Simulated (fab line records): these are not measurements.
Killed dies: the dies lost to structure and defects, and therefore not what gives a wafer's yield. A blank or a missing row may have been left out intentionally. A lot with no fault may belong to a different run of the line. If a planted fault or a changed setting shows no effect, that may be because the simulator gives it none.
Which tool did it? -- flow nand-harc -- 7 lots with 21 wafers sampled at 2 steps, on a route of 1302 steps

== WHAT EACH GAUGE READ, for each wafer ==
NHARC_A_ONON_D2_THK_MEAS_18: measures by ellipsometry.
lot,measured,on,thk-nm (nm)
L149,day 14 03:05,film-metro-02,994 994 995
L151,day 15 13:59,film-metro-02,982 981 982
L153,day 16 10:16,film-metro-02,1004 1004 1005
L157,day 17 15:05,film-metro-01,1000 999 1000
L159,day 19 07:35,film-metro-02,628 629 630
L166,day 21 17:31,film-metro-01,1002 1000 1000
L167,day 22 00:13,film-metro-01,1012 1013 1011

== WHAT TOOL EACH LOT RAN ON (gives the tool, then ch and the chambers of the sampled wafers, and finally the start) ==
lot,NHARC_A_ONON_D2_DEP_16
L149,"pecvd-onon-03 ch 0, day 14 02:37"
L151,"pecvd-onon-04 ch 0, day 15 13:29"
L153,"pecvd-onon-04 ch 0, day 16 09:52"
L157,"pecvd-onon-03 ch 0, day 17 14:38"
L159,"pecvd-onon-04 ch 0, day 19 07:05"
L166,"pecvd-onon-01 ch 0, day 21 17:04"
L167,"pecvd-onon-01 ch 0, day 21 23:46"
- NHARC_A_ONON_D2_DEP_16: target thk 1000 nm.

== THE ANSWER, worked out from the rows above alone ==
Rule: usual is defined by the lots themselves. Put in order of their means at a reading, lots are off if they are a third of the lots or fewer, leave a main group of 4 or more, and stand apart from it by a gap of 3 or more times the standard deviation of the main group's means; of several such gaps the widest counts. A main group whose means are all the same, to the digits that the tables above print for the reading, isn't used. A lot without any number at a reading at which 4 lots or more have one is off too. Where the step has rows for the other lots, those lots are counted as sound.
Off, at NHARC_A_ONON_D2_THK_MEAS_18 on thk-nm: L159. Main group: mean 999 nm, sd 9.3.
A tool fits if, at a process step before that reading, it ran every lot that is off, and no sound lot after the first of them. Gauges at NHARC_A_ONON_D2_THK_MEAS_18: tried the same way as those tools. Undecided on this evidence; 2 tools fit (pecvd-onon-04 at NHARC_A_ONON_D2_DEP_16, film-metro-02 at NHARC_A_ONON_D2_THK_MEAS_18).

== WHAT THE SIMULATOR HAD INSERTED ==
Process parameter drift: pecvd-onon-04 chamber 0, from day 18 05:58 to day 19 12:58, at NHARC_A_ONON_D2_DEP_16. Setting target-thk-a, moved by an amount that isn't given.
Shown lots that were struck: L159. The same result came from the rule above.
